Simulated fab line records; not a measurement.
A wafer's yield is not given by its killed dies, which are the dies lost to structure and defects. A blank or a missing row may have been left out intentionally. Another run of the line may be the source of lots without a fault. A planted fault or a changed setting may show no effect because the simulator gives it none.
fab line records	flow nandHarc	part 1 of 2: steps 1 to 31 of 41
record lots=5	wafers=15	lastDay=32
route steps=1302 shown A_SOURCE_PLATE@415 A_ONON_D1@424 A_CHANNEL_HOLE_D1@450
lots untouched by any fault: they come from a run of this same line in which no faults occurred
startH: hours from the record's first day to the start of the lot's first wafer shown	waitH: hours from the lot's prior step to this one	" identical to the entry in the row above	L1.1+2: one row covering several wafers at once	- either no value or no given start	* or withheld: withheld	< > ~ a bound
route shown NAME@n: NAME is a module with steps in the file, n the number in the route of the first one	usual: mean/standard deviation taken from wafers without a fault	same: alike in all rows	chamber/n: place in a boat	sites: readings site by site	_std_site: standard deviation across them	_edge_site: the outer-site mean with the inner-site mean subtracted	radiusMm: how far each site lies from the wafer's centre	mask NAME#n: copy n	behind: tool/chamber where the wafer was last shaped	hold: why the lot was held/for how many hours/how that ended	device: which transistor (n, p or np) failed to switch	end of line: at the end of the route, the tests of the same wafers	where a step has no rows: the recipe by itself	killed: not the wafer's yield, but the dies lost to structure and defects at the first sort	map: per-die view of a wafer (x killed, . not killed, _ where there is no die)
set.NAME: the setting the step ran with; set.NAME@STEP: the setting that earlier step ran with	model.NAME: the simulator's own value behind a step, which no gauge read
lots at selected steps of the route; one table per step, one row per wafer
services: when a tool's chamber went out of use (startH, in hours from the record's first day, below 0 if earlier), for how many hours, and the reason
## steps
# step NHARC_A_SOURCE_PLATE_OXIDE_02
# recipe targetThkA=100	tempC=900	oxTimeS=1362	material=SiO2
# usual zonePowerBottomPct=27.0/0.49
# same oxTimeS=1362
lot.wafer	tool	chamber	startH	waitH	zonePowerBottomPct
L075.1	furnace-03	0	157.93	-	26.8
L075.2	"	0	"	"	26.0
L075.6	"	0	"	"	26.3
L076.1	furnace-01	0	162.91	-	27.3
L076.2	"	0	"	"	27.7
L076.3	"	0	"	"	27.6
L085.2	furnace-02	0	252.22	-	27.0
L085.4	"	0	"	"	26.4
L085.6	"	0	"	"	27.1
L090.3	furnace-01	0	302.73	-	27.6
L090.4	"	0	"	"	27.4
L090.5	"	0	"	"	27.4
L093.1	furnace-02	0	336.85	2.7	26.7
L093.2	"	0	"	"	27.0
L093.3	"	0	"	"	27.1
# step NHARC_A_SOURCE_PLATE_THK_MEAS_09
# recipe thkMeasGauge=ellipsometry
# usual thkNm=9.7/1
lot.wafer	tool	chamber	startH	waitH	thkNm
L075.1	filmMetro-01	-	161.99	0.4	9.3
L075.2	"	-	"	"	9.9
L075.6	"	-	"	"	8.5
L076.1	filmMetro-02	-	166.89	0.4	10.0
L076.2	"	-	"	"	10.0
L076.3	"	-	"	"	11.1
L085.2	filmMetro-02	-	256.24	0.4	7.6
L085.4	"	-	"	"	10.5
L085.6	"	-	"	"	7.4
L090.3	filmMetro-02	-	306.79	0.4	9.9
L090.4	"	-	"	"	9.7
L090.5	"	-	"	"	8.7
L093.1	filmMetro-01	-	340.87	0.4	10.4
L093.2	"	-	"	"	9.6
L093.3	"	-	"	"	10.7
# step NHARC_A_SOURCE_PLATE_PVD_04
# recipe targetThkA=500	material=WSi2
lot.wafer	tool	chamber	startH	waitH
L075.1+2+6	pvdSputter-02	-	162.05	0.1
L076.2+3+1	pvdSputter-02	-	166.96	0.1
L085.2+4+6	pvdSputter-03	-	256.29	0.1
L090.3+4+5	pvdSputter-01	-	306.84	0.1
L093.3+2+1	pvdSputter-02	-	340.93	0.1
# step NHARC_A_SOURCE_PLATE_CVD_03
# recipe targetThkA=2000	tempC=620	pressureMtorr=200	timeS=4000	material=poly-Si
# usual pressureMtorr=200.0/0.43	zonePowerBottomPct=13.3/1.3
lot.wafer	tool	chamber	startH	waitH	pressureMtorr	zonePowerBottomPct
L075.1	lpcvdPoly-02	0	164.56	-	200.1	14.1
L075.2	"	0	"	"	199.5	14.0
L075.6	"	0	"	"	200.6	14.1
L076.1	lpcvdPoly-04	0	169.37	-	199.9	14.1
L076.2	"	0	"	"	200.0	14.4
L076.3	"	0	"	"	199.7	14.1
L085.2	lpcvdPoly-04	0	258.72	-	200.5	14.0
L085.4	"	0	"	"	199.7	14.3
L085.6	"	0	"	"	200.2	14.0
L090.3	lpcvdPoly-04	0	309.27	-	200.6	14.0
L090.4	"	0	"	"	200.6	14.2
L090.5	"	0	"	"	201.0	14.1
L093.1	lpcvdPoly-04	0	343.36	-	200.2	14.2
L093.2	"	0	"	"	199.8	13.9
L093.3	"	0	"	"	200.5	14.1
# step NHARC_A_SOURCE_PLATE_ANNEAL_05
# recipe tempC=850	timeS=1800
# usual zonePowerBottomPct=23.83/0.28
lot.wafer	tool	chamber	startH	waitH	zonePowerBottomPct
L075.1	furnace-03	0	171.13	3.4	23.98
L075.2	"	0	"	"	24.11
L075.6	"	0	"	"	23.80
L076.1	furnace-02	0	175.40	2.9	23.90
L076.2	"	0	"	"	24.12
L076.3	"	0	"	"	24.03
L085.2	furnace-03	0	267.56	5.7	23.89
L085.4	"	0	"	"	23.75
L085.6	"	0	"	"	23.59
L090.3	furnace-02	0	317.55	5.2	24.29
L090.4	"	0	"	"	24.03
L090.5	"	0	"	"	24.36
L093.1	furnace-02	0	349.36	2.9	23.82
L093.2	"	0	"	"	23.79
L093.3	"	0	"	"	23.97
# step NHARC_A_SOURCE_PLATE_THK_MEAS_06
# recipe thkMeasGauge=ellipsometry
# usual thkNm=199.4/2.2
lot.wafer	tool	chamber	startH	waitH	thkNm
L075.1	filmMetro-01	-	175.10	0.4	199.9
L075.2	"	-	"	"	196.3
L075.6	"	-	"	"	199.0
L076.1	filmMetro-02	-	179.33	0.4	198.8
L076.2	"	-	"	"	200.9
L076.3	"	-	"	"	198.9
L085.2	filmMetro-01	-	271.50	0.4	200.1
L085.4	"	-	"	"	202.2
L085.6	"	-	"	"	200.4
L090.3	filmMetro-01	-	321.50	0.4	198.7
L090.4	"	-	"	"	202.2
L090.5	"	-	"	"	200.6
L093.1	filmMetro-01	-	353.29	0.4	200.9
L093.2	"	-	"	"	198.3
L093.3	"	-	"	"	200.5
# step NHARC_A_SOURCE_PLATE_INSPECT_08
# usual rawDefectCount=61/27
lot.wafer	tool	chamber	startH	waitH	rawDefectCount
L075.1	defectInspect-01	-	175.18	0.0	86
L075.2	"	-	"	"	18
L075.6	"	-	"	"	66
L076.1	defectInspect-02	-	179.44	0.0	91
L076.2	"	-	"	"	82
L076.3	"	-	"	"	63
L085.2	defectInspect-01	-	271.58	0.0	57
L085.4	"	-	"	"	39
L085.6	"	-	"	"	58
L090.3	defectInspect-01	-	321.61	0.0	104
L090.4	"	-	"	"	33
L090.5	"	-	"	"	77
L093.1	defectInspect-01	-	353.35	0.0	69
L093.2	"	-	"	"	41
L093.3	"	-	"	"	53
# step NHARC_A_ONON_D1_DEP_00
# recipe targetThkA=10000	n2FlowSccm=2750	n2oFlowSccm=2000	nh3FlowSccm=500	sih4FlowSccm=210	tempC=400
lot.wafer	tool	chamber	startH	waitH
L075.1+2+6	pecvdOnon-01	0	175.25	0.1
L076.1+2+3	pecvdOnon-03	0	179.50	0.1
L085.2+4+6	pecvdOnon-03	0	271.73	0.1
L090.3+4+5	pecvdOnon-02	0	321.79	0.2
L093.1+2+3	pecvdOnon-01	0	353.42	0.1
# step NHARC_A_ONON_D1_THK_MEAS_02
# recipe thkMeasGauge=ellipsometry
# usual thkNm=1000/6.3
lot.wafer	tool	chamber	startH	waitH	thkNm
L075.1	filmMetro-01	-	175.76	-	1006
L075.2	"	-	"	"	1007
L075.6	"	-	"	"	1008
L076.1	filmMetro-01	-	180.01	-	1007
L076.2	"	-	"	"	1007
L076.3	"	-	"	"	1006
L085.2	filmMetro-01	-	272.19	-	1006
L085.4	"	-	"	"	1005
L085.6	"	-	"	"	1005
L090.3	filmMetro-02	-	322.19	-	1003
L090.4	"	-	"	"	1001
L090.5	"	-	"	"	1003
L093.1	filmMetro-01	-	353.92	-	1000
L093.2	"	-	"	"	1001
L093.3	"	-	"	"	1001
# step NHARC_A_ONON_D1_DEP_03
# recipe targetThkA=10000	n2FlowSccm=2750	n2oFlowSccm=2000	nh3FlowSccm=500	sih4FlowSccm=210	tempC=400
lot.wafer	tool	chamber	startH	waitH
L075.1+2+6	pecvdOnon-02	0	175.81	0.1
L076.1+2+3	pecvdOnon-01	0	180.07	0.1
L085.2+4+6	pecvdOnon-02	0	272.30	0.1
L090.3+4+5	pecvdOnon-03	0	322.36	0.2
L093.1+2+3	pecvdOnon-03	0	353.98	0.1
# step NHARC_A_ONON_D1_THK_MEAS_05
# recipe thkMeasGauge=ellipsometry
# usual thkNm=998/8.1
lot.wafer	tool	chamber	startH	waitH	thkNm
L075.1	filmMetro-02	-	176.32	-	1005
L075.2	"	-	"	"	1006
L075.6	"	-	"	"	1007
L076.1	filmMetro-01	-	180.58	-	1003
L076.2	"	-	"	"	1004
L076.3	"	-	"	"	1003
L085.2	filmMetro-02	-	272.76	-	1009
L085.4	"	-	"	"	1007
L085.6	"	-	"	"	1009
L090.3	filmMetro-02	-	322.75	-	1006
L090.4	"	-	"	"	1006
L090.5	"	-	"	"	1007
L093.1	filmMetro-02	-	354.48	-	1000
L093.2	"	-	"	"	1000
L093.3	"	-	"	"	998
# step NHARC_A_ONON_D1_DEP_06
# recipe targetThkA=10000	n2FlowSccm=2750	n2oFlowSccm=2000	nh3FlowSccm=500	sih4FlowSccm=210	tempC=400
lot.wafer	tool	chamber	startH	waitH
L075.1+2+6	pecvdOnon-03	0	176.38	0.1
L076.1+2+3	pecvdOnon-02	0	180.64	0.1
L085.2+4+6	pecvdOnon-03	0	272.87	0.1
L090.3+4+5	pecvdOnon-01	0	322.92	0.2
L093.1+2+3	pecvdOnon-03	0	354.54	0.1
# step NHARC_A_ONON_D1_THK_MEAS_08
# recipe thkMeasGauge=ellipsometry
# usual thkNm=999/7.5
lot.wafer	tool	chamber	startH	waitH	thkNm
L075.1	filmMetro-02	-	176.88	-	997
L075.2	"	-	"	"	997
L075.6	"	-	"	"	999
L076.1	filmMetro-01	-	181.14	-	995
L076.2	"	-	"	"	993
L076.3	"	-	"	"	994
L085.2	filmMetro-02	-	273.33	-	1006
L085.4	"	-	"	"	1006
L085.6	"	-	"	"	1004
L090.3	filmMetro-02	-	323.32	-	1001
L090.4	"	-	"	"	1003
L090.5	"	-	"	"	1005
L093.1	filmMetro-02	-	355.05	-	988
L093.2	"	-	"	"	988
L093.3	"	-	"	"	986
# step NHARC_A_ONON_D1_DEP_09
# recipe targetThkA=10000	n2FlowSccm=2750	n2oFlowSccm=2000	nh3FlowSccm=500	sih4FlowSccm=210	tempC=400
lot.wafer	tool	chamber	startH	waitH
L075.1+2+6	pecvdOnon-01	0	176.94	0.1
L076.1+2+3	pecvdOnon-03	0	181.20	0.1
L085.2+4+6	pecvdOnon-02	0	273.44	0.1
L090.3+4+5	pecvdOnon-03	0	323.49	0.2
L093.1+2+3	pecvdOnon-02	0	355.11	0.1
# step NHARC_A_ONON_D1_THK_MEAS_11
# recipe thkMeasGauge=ellipsometry
# usual thkNm=1001/11
lot.wafer	tool	chamber	startH	waitH	thkNm
L075.1	filmMetro-02	-	177.45	-	1018
L075.2	"	-	"	"	1019
L075.6	"	-	"	"	1018
L076.1	filmMetro-02	-	181.71	-	990
L076.2	"	-	"	"	990
L076.3	"	-	"	"	989
L085.2	filmMetro-02	-	273.89	-	1001
L085.4	"	-	"	"	1000
L085.6	"	-	"	"	1001
L090.3	filmMetro-01	-	323.88	-	1000
L090.4	"	-	"	"	1001
L090.5	"	-	"	"	1000
L093.1	filmMetro-02	-	355.62	-	1011
L093.2	"	-	"	"	1008
L093.3	"	-	"	"	1009
# step NHARC_A_ONON_D1_DEP_12
# recipe targetThkA=10000	n2FlowSccm=2750	n2oFlowSccm=2000	nh3FlowSccm=500	sih4FlowSccm=210	tempC=400
lot.wafer	tool	chamber	startH	waitH
L075.1+2+6	pecvdOnon-02	0	177.51	0.1
L076.1+2+3	pecvdOnon-01	0	181.77	0.1
L085.2+4+6	pecvdOnon-03	0	274.01	0.1
L090.3+4+5	pecvdOnon-01	0	324.05	0.2
L093.1+2+3	pecvdOnon-01	0	355.68	0.1
# step NHARC_A_ONON_D1_THK_MEAS_14
# recipe thkMeasGauge=ellipsometry
# usual thkNm=1000/8.6
lot.wafer	tool	chamber	startH	waitH	thkNm
L075.1	filmMetro-02	-	178.02	-	984
L075.2	"	-	"	"	986
L075.6	"	-	"	"	984
L076.1	filmMetro-01	-	182.29	-	1014
L076.2	"	-	"	"	1013
L076.3	"	-	"	"	1013
L085.2	filmMetro-02	-	274.46	-	1001
L085.4	"	-	"	"	1002
L085.6	"	-	"	"	1001
L090.3	filmMetro-01	-	324.44	-	1009
L090.4	"	-	"	"	1007
L090.5	"	-	"	"	1009
L093.1	filmMetro-01	-	356.19	-	1005
L093.2	"	-	"	"	1006
L093.3	"	-	"	"	1007
# step NHARC_A_ONON_D1_ANNEAL_15
# recipe tempC=750	timeS=3600
# usual zonePowerBottomPct=17.7/1.4
lot.wafer	tool	chamber	startH	waitH	zonePowerBottomPct
L075.1	furnace-06	0	181.39	3.4	20.3
L075.2	"	0	"	"	20.2
L075.6	"	0	"	"	20.1
L076.1	furnace-05	0	185.85	3.6	17.1
L076.2	"	0	"	"	16.9
L076.3	"	0	"	"	17.0
L085.2	furnace-06	0	277.64	3.2	19.9
L085.4	"	0	"	"	19.9
L085.6	"	0	"	"	20.2
L090.3	furnace-05	0	330.57	6.1	16.7
L090.4	"	0	"	"	17.0
L090.5	"	0	"	"	16.8
L093.1	furnace-05	0	359.58	3.4	16.9
L093.2	"	0	"	"	16.9
L093.3	"	0	"	"	17.1
# step NHARC_A_ONON_D1_DEP_16
# recipe targetThkA=10000	n2FlowSccm=2750	n2oFlowSccm=2000	nh3FlowSccm=500	sih4FlowSccm=210	tempC=400
lot.wafer	tool	chamber	startH	waitH
L075.1+2+6	pecvdOnon-01	0	185.27	0.1
L076.1+2+3	pecvdOnon-03	0	189.71	0.1
L085.2+4+6	pecvdOnon-02	0	281.60	0.1
L090.3+4+5	pecvdOnon-01	0	334.57	0.2
L093.1+2+3	pecvdOnon-01	0	363.38	0.1
# step NHARC_A_ONON_D1_THK_MEAS_18
# recipe thkMeasGauge=ellipsometry
# usual thkNm=1001/10
lot.wafer	tool	chamber	startH	waitH	thkNm
L075.1	filmMetro-02	-	185.78	-	993
L075.2	"	-	"	"	992
L075.6	"	-	"	"	991
L076.1	filmMetro-01	-	190.22	-	1000
L076.2	"	-	"	"	1001
L076.3	"	-	"	"	999
L085.2	filmMetro-01	-	282.06	-	986
L085.4	"	-	"	"	987
L085.6	"	-	"	"	987
L090.3	filmMetro-02	-	334.96	-	1001
L090.4	"	-	"	"	1001
L090.5	"	-	"	"	1000
L093.1	filmMetro-02	-	363.89	-	986
L093.2	"	-	"	"	986
L093.3	"	-	"	"	985
# step NHARC_A_ONON_D1_DEP_19
# recipe targetThkA=10000	n2FlowSccm=2750	n2oFlowSccm=2000	nh3FlowSccm=500	sih4FlowSccm=210	tempC=400
lot.wafer	tool	chamber	startH	waitH
L075.1+2+6	pecvdOnon-03	0	185.83	0.1
L076.1+2+3	pecvdOnon-01	0	190.28	0.1
L085.2+4+6	pecvdOnon-01	0	282.17	0.1
L090.3+4+5	pecvdOnon-02	0	335.13	0.2
L093.1+2+3	pecvdOnon-03	0	363.95	0.1
# step NHARC_A_ONON_D1_THK_MEAS_21
# recipe thkMeasGauge=ellipsometry
# usual thkNm=1000/12
lot.wafer	tool	chamber	startH	waitH	thkNm
L075.1	filmMetro-01	-	186.34	-	1020
L075.2	"	-	"	"	1018
L075.6	"	-	"	"	1020
L076.1	filmMetro-02	-	190.79	-	983
L076.2	"	-	"	"	987
L076.3	"	-	"	"	982
L085.2	filmMetro-01	-	282.62	-	977
L085.4	"	-	"	"	976
L085.6	"	-	"	"	977
L090.3	filmMetro-01	-	335.53	-	1008
L090.4	"	-	"	"	1008
L090.5	"	-	"	"	1008
L093.1	filmMetro-01	-	364.45	-	1002
L093.2	"	-	"	"	1001
L093.3	"	-	"	"	1002
# step NHARC_A_ONON_D1_DEP_22
# recipe targetThkA=10000	n2FlowSccm=2750	n2oFlowSccm=2000	nh3FlowSccm=500	sih4FlowSccm=210	tempC=400
lot.wafer	tool	chamber	startH	waitH
L075.1+2+6	pecvdOnon-01	0	186.40	0.1
L076.1+2+3	pecvdOnon-03	0	190.85	0.1
L085.2+4+6	pecvdOnon-03	0	282.73	0.1
L090.3+4+5	pecvdOnon-01	0	335.70	0.2
L093.1+2+3	pecvdOnon-02	0	364.51	0.1
# step NHARC_A_ONON_D1_THK_MEAS_24
# recipe thkMeasGauge=ellipsometry
# usual thkNm=1002/10
lot.wafer	tool	chamber	startH	waitH	thkNm
L075.1	filmMetro-02	-	186.90	-	1008
L075.2	"	-	"	"	1007
L075.6	"	-	"	"	1008
L076.1	filmMetro-02	-	191.36	-	993
L076.2	"	-	"	"	995
L076.3	"	-	"	"	993
L085.2	filmMetro-01	-	283.19	-	1008
L085.4	"	-	"	"	1006
L085.6	"	-	"	"	1008
L090.3	filmMetro-01	-	336.09	-	1028
L090.4	"	-	"	"	1027
L090.5	"	-	"	"	1027
L093.1	filmMetro-01	-	365.01	-	997
L093.2	"	-	"	"	995
L093.3	"	-	"	"	996
# step NHARC_A_ONON_D1_DEP_25
# recipe targetThkA=10000	n2FlowSccm=2750	n2oFlowSccm=2000	nh3FlowSccm=500	sih4FlowSccm=210	tempC=400
lot.wafer	tool	chamber	startH	waitH
L075.1+2+6	pecvdOnon-03	0	186.96	0.1
L076.1+2+3	pecvdOnon-01	0	191.41	0.1
L085.2+4+6	pecvdOnon-02	0	283.30	0.1
L090.3+4+5	pecvdOnon-01	0	336.26	0.2
L093.1+2+3	pecvdOnon-01	0	365.07	0.1
# step NHARC_A_ONON_D1_THK_MEAS_27
# recipe thkMeasGauge=ellipsometry
# usual thkNm=999/13
lot.wafer	tool	chamber	startH	waitH	thkNm
L075.1	filmMetro-01	-	187.47	-	1015
L075.2	"	-	"	"	1016
L075.6	"	-	"	"	1014
L076.1	filmMetro-02	-	191.93	-	1001
L076.2	"	-	"	"	1003
L076.3	"	-	"	"	1002
L085.2	filmMetro-02	-	283.75	-	1002
L085.4	"	-	"	"	1000
L085.6	"	-	"	"	1002
L090.3	filmMetro-02	-	336.66	-	1013
L090.4	"	-	"	"	1012
L090.5	"	-	"	"	1013
L093.1	filmMetro-01	-	365.57	-	1007
L093.2	"	-	"	"	1006
L093.3	"	-	"	"	1007
# step NHARC_A_ONON_D1_DEP_28
# recipe targetThkA=10000	n2FlowSccm=2750	n2oFlowSccm=2000	nh3FlowSccm=500	sih4FlowSccm=210	tempC=400
lot.wafer	tool	chamber	startH	waitH
L075.1+2+6	pecvdOnon-01	0	187.52	0.1
L076.1+2+3	pecvdOnon-03	0	191.98	0.1
L085.2+4+6	pecvdOnon-01	0	283.87	0.1
L090.3+4+5	pecvdOnon-03	0	336.83	0.2
L093.1+2+3	pecvdOnon-03	0	365.63	0.1
# step NHARC_A_ONON_D1_THK_MEAS_30
# recipe thkMeasGauge=ellipsometry
# usual thkNm=1001/11
lot.wafer	tool	chamber	startH	waitH	thkNm
L075.1	filmMetro-02	-	188.03	-	979
L075.2	"	-	"	"	978
L075.6	"	-	"	"	980
L076.1	filmMetro-01	-	192.48	-	1011
L076.2	"	-	"	"	1011
L076.3	"	-	"	"	1013
L085.2	filmMetro-02	-	284.32	-	1004
L085.4	"	-	"	"	1005
L085.6	"	-	"	"	1004
L090.3	filmMetro-02	-	337.23	-	1011
L090.4	"	-	"	"	1012
L090.5	"	-	"	"	1011
L093.1	filmMetro-02	-	366.14	-	1000
L093.2	"	-	"	"	998
L093.3	"	-	"	"	998
# step NHARC_A_ONON_D1_DEP_33
# recipe targetThkA=2000	tempC=400	pressureTorr=6.5	rfW=900	teosFlowSccm=161.4	flowSccm=2650	targetThkNm=200	gas=O2	material=SiO2
# usual chamberPressureTorr=6.500/0.014	heaterPowerOuterW=276/49	heaterPowerW=517/58	throttleValvePct=16.0/0.4
lot.wafer	tool	chamber	startH	waitH	chamberPressureTorr	heaterPowerOuterW	heaterPowerW	throttleValvePct
L075.2	pecvd-02	1	188.20	0.2	6.514	350	625	15.7
L075.1	"	2	"	"	6.477	325	556	16.1
L075.6	"	1	"	"	6.526	365	641	15.5
L076.2	pecvd-02	1	192.54	0.1	6.499	330	594	15.7
L076.1	"	2	"	"	6.497	318	544	15.8
L076.3	"	0	"	"	6.514	265	503	17.1
L085.2	pecvd-03	2	284.46	0.1	6.507	300	524	15.8
L085.6	"	0	"	"	6.486	260	545	15.2
L085.4	"	2	"	"	6.482	305	526	16.2
L090.3	pecvd-02	2	337.33	0.1	6.475	376	638	16.1
L090.4	"	1	"	"	6.499	346	596	15.6
L090.5	"	0	"	"	6.511	262	508	16.1
L093.2	pecvd-02	1	366.19	0.1	6.517	373	625	15.5
L093.1	"	2	"	"	6.486	308	530	16.4
L093.3	"	0	"	"	6.530	253	475	16.0
# step NHARC_A_ONON_D1_THK_MEAS_34
# recipe thkMeasGauge=ellipsometry
# usual thkNm=199.6/2.5
lot.wafer	tool	chamber	startH	waitH	thkNm
L075.1	filmMetro-02	-	188.60	-	199.0
L075.2	"	-	"	"	198.2
L075.6	"	-	"	"	197.6
L076.1	filmMetro-01	-	192.95	-	198.0
L076.2	"	-	"	"	197.7
L076.3	"	-	"	"	199.7
L085.2	filmMetro-02	-	284.78	-	198.0
L085.4	"	-	"	"	197.5
L085.6	"	-	"	"	201.2
L090.3	filmMetro-01	-	337.70	-	197.8
L090.4	"	-	"	"	199.0
L090.5	"	-	"	"	197.5
L093.1	filmMetro-01	-	366.61	-	197.6
L093.2	"	-	"	"	197.7
L093.3	"	-	"	"	198.4
# step NHARC_A_ONON_D1_INSPECT_32
# usual rawDefectCount=73/28
lot.wafer	tool	chamber	startH	waitH	rawDefectCount
L075.1	defectInspect-01	-	188.69	0.0	90
L075.2	"	-	"	"	30
L075.6	"	-	"	"	81
L076.1	defectInspect-01	-	193.04	0.0	101
L076.2	"	-	"	"	93
L076.3	"	-	"	"	71
L085.2	defectInspect-02	-	284.87	0.0	65
L085.4	"	-	"	"	44
L085.6	"	-	"	"	72
L090.3	defectInspect-02	-	337.78	0.0	118
L090.4	"	-	"	"	45
L090.5	"	-	"	"	85
L093.1	defectInspect-02	-	366.67	0.0	77
L093.2	"	-	"	"	49
L093.3	"	-	"	"	62
